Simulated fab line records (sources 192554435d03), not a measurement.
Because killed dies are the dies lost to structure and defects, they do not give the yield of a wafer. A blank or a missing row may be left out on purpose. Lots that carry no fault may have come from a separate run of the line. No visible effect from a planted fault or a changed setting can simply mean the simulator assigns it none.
Chamber matching -- flow n5Finfet -- N5_BEOL_M5_ETCH_72 on rieDiel-03: 4 sister chambers
The step etches underlayer in N2/H2, target depth 6.5 nm, time 5.2 s. 20 wafers are shown with their chamber, then 10 later ones without.

== WAFERS PAIRED WITH THEIR CHAMBERS ==
wafer,chamber,drypumpMotorCurrentA (A),showerheadPlenumPTorr (Torr),oesProductAu (a.u.)
L074.2,0,5.3,2.47,0.73
L074.3,3,6.6,2.57,0.71
L074.4,1,4.8,2.61,0.79
L076.3,3,6.6,2.57,0.71
L076.4,2,5.7,2.61,0.59
L076.6,1,4.8,2.61,0.78
L083.1,3,6.7,2.56,0.70
L083.3,0,5.3,2.47,0.72
L083.5,1,4.8,2.60,0.76
L082.1,0,5.3,2.47,0.72
L082.3,2,5.7,2.60,0.59
L082.5,0,5.3,2.47,0.70
L084.3,3,6.6,2.56,0.70
L084.4,2,5.7,2.60,0.60
L084.5,1,4.8,2.60,0.74
L086.2,2,5.7,2.60,0.59
L086.5,3,6.6,2.56,0.69
L086.6,2,5.7,2.60,0.58
L092.3,1,4.8,2.60,0.73
L092.4,3,6.6,2.56,0.68

SIGNATURES (means of the wafers above)
reading,chamber 0,chamber 1,chamber 2,chamber 3,scatter within a chamber
drypumpMotorCurrentA,5.300,4.800,5.700,6.617,0.0228
showerheadPlenumPTorr,2.4700,2.6040,2.6020,2.5633,0.00456
oesProductAu,0.7175,0.7600,0.5900,0.6983,0.0157
Rule: for a wafer and a chamber, the distance is found by dividing, reading by reading, the gap between the wafer's reading and the chamber's mean by the reading's scatter, squaring, summing and taking the root. The wafer belongs to the nearest chamber; if the next one is less than 2 further off, it can't be placed. The scatter: take each reading less its chamber's mean, square it, sum over the shown wafers, divide by the number of wafers less the number of chambers, and take the root.

== WAFERS MISSING THEIR CHAMBER ==
wafer,drypumpMotorCurrentA (A),showerheadPlenumPTorr (Torr),oesProductAu (a.u.)
L092.5,5.4,2.46,0.70
L095.1,5.7,2.59,0.82
L095.4,4.8,2.59,0.72
L095.5,4.8,2.59,0.73
L094.1,4.8,2.59,0.73
L094.2,5.7,2.59,0.82
L094.4,5.3,2.46,0.70
L097.1,5.3,2.46,0.69
L097.2,4.8,2.59,0.72
L097.6,5.3,2.46,0.69

== THE CHAMBER EACH PASSED THROUGH ==
wafer,from the rows above,in truth
L092.5,0,0
L095.1,2,2
L095.4,1,1
L095.5,1,1
L094.1,1,1
L094.2,2,2
L094.4,0,0
L097.1,0,0
L097.2,1,1
L097.6,0,0
Correct placement for 10 of the 10. Not placeable from these rows: 0. Placed wrongly: 0.
